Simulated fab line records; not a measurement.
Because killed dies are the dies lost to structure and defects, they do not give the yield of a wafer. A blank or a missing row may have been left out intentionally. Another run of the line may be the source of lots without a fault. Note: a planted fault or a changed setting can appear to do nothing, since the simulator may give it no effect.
Struck lot and sound lot, side by side    flow n5Finfet    16 out of 1938 route steps
Sound: the wafers L668.1, L668.3, L668.5. The struck wafers were L687.2, L687.3, L687.4. At the end, the cause is stated.
At each step with rows: each side's tool, then ch and its chambers, then its first start. Under that, the readings that differ: sound wafers    struck wafers    difference of the means    sigmas: that difference in standard deviations of wafers without a fault.
alike: readings whose means differ by less than 2 such deviations, and words and numbers that are the same on both sides. not compared: withheld readings, readings that some wafer has no value for, bounds like >300 that may hide the same value, and numbers for which the record gives no deviation and whose values overlap.
A row with sigmas, a row that says differs or no value, or rows on one side alone: a step with any of these is where the two part. Numbers that don't overlap but have no deviation are shown without sigmas and don't part them. A reading that every wafer of one side lacks parts them only if that side has two wafers or more.

first, 5 steps without rows for these wafers: N5_WELL_APT_SOFTBAKE_20 (time 60 s); N5_WELL_APT_EXPOSE_22 (exposes mask PWELL, defocus 0 nm, target cd 200 nm); N5_WELL_APT_PEB_23 (peb time 90 s); N5_WELL_APT_DEVELOP_24 (develop time 45 s); N5_WELL_APT_HARDBAKE_29 (time 120 s).
N5_WELL_APT_CD_MEAS_25: target cd 200 nm.
  sound on cdSem-01 ch 0, day 1 20:46; struck on cdSem-03 ch 0, day 6 15:07
  alike: cdNm
N5_WELL_APT_OVL_MEAS_26:
  sound on overlay-02 ch 0, day 1 20:47; struck on overlay-01 ch 0, day 6 15:09
  alike: PWELL_OVL
N5_WELL_APT_INSPECT_27: inspects for defects (macro).
  struck on defectInspect-02, day 6 15:10; sound on defectInspect-01, day 1 20:49
  alike: rawDefectCount
N5_WELL_APT_DESCUM_30: chemistry O2, time 7.9 s.
  sound on rieDiel-04 ch 1,2,3, day 1 20:51; struck on rieDiel-04 ch 0,1,3, day 6 15:13
  alike: drypumpMotorCurrentA, oesProductAu, rfVppV, showerheadPlenumPTorr, throttleValvePct
  not compared: rfHoursCounterH
then, 3 steps without rows for these wafers: N5_WELL_APT_IMPLANT_31; N5_WELL_APT_IMPLANT_32; N5_WELL_APT_STRIP_33 (strips in SPM, time 900 s).
N5_WELL_APT_RTA_34: time 10 s.
  sound on rtpAnneal-02 ch 0, day 1 21:37; struck on rtpAnneal-01 ch 0, day 6 15:59
reading              sound                 struck                difference  sigmas
lampPowerPct (%)     12.97 13.06 13.04     14.09 14.06 14.09     +1.06       +20
lamp_zone_1_pct (%)  12.99 13.01 12.99     14.12 14.08 14.07     +1.09       +34
lamp_zone_2_pct (%)  13.008 13.009 13.017  14.106 14.102 14.096  +1.090      +40
lamp_zone_3_pct (%)  12.983 12.953 13.001  14.113 14.099 14.082  +1.119      +40
lamp_zone_4_pct (%)  12.995 12.987 13.012  14.072 14.123 14.130  +1.110      +41
lamp_zone_5_pct (%)  12.981 12.978 12.986  14.114 14.098 14.107  +1.125      +39
lamp_zone_6_pct (%)  12.94 12.86 12.89     13.95 13.97 14.02     +1.08       +35
lamp_zone_7_pct (%)  13.425 13.413 13.397  14.596 14.508 14.586  +1.152      +41
  alike: wafer_temp_C_max
then, 1 step without rows for these wafers: N5_WELL_APT_OXIDE_STRIP_42 (strips SiO2 in dHF, time 45 s, target depth 12 nm).
-- here the record skips 7 days between the struck wafers' starts before and after, leaving off in module WELL_APT and picking up in module BEOL_M4 (first step shown: number 1111 of the route) --
N5_BEOL_M4_RC_MEAS_101:
  sound on prober-02 ch 0, day 8 20:25; struck on prober-01 ch 0, day 13 12:42
reading        sound           struck          difference  sigmas
DIBL_P (mV/V)  40.7 37.5 38.7  36.3 33.3 30.5  -5.6        -2
  alike: DIBL_N, IOFF_N, IOFF_P, ION_N, ION_P, SS_N, SS_P, VT_N, VT_P
-- here the record skips 5 days between the struck wafers' starts before and after, leaving off in module BEOL_M4 and picking up in module PASSIVATION (first step shown: number 1936 of the route) --
N5_PASSIVATION_PROBE_49:
  struck on prober-01, day 18 10:49; sound on prober-01, day 13 04:36
  alike: defectLimitedYield, killed_at_M0_to_M3, killed_at_M4_up, killedAtContacts, killedAtFrontEnd, killedAtOther, killedDies, killedOpen, killedShort, sort_bin_5_function, sort_bin_6_memory, sort_bin_8_speed, sortNPass, sortYieldPct

## WHERE THEY PART
First at N5_WELL_APT_RTA_34; last, within this record, at N5_BEOL_M4_RC_MEAS_101. Later steps at which nothing parts them and some readings are alike: N5_PASSIVATION_PROBE_49.

WHY: the cause the simulator had injected
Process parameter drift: rtpAnneal-01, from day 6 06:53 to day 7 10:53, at N5_WELL_APT_RTA_34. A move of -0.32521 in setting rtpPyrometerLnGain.
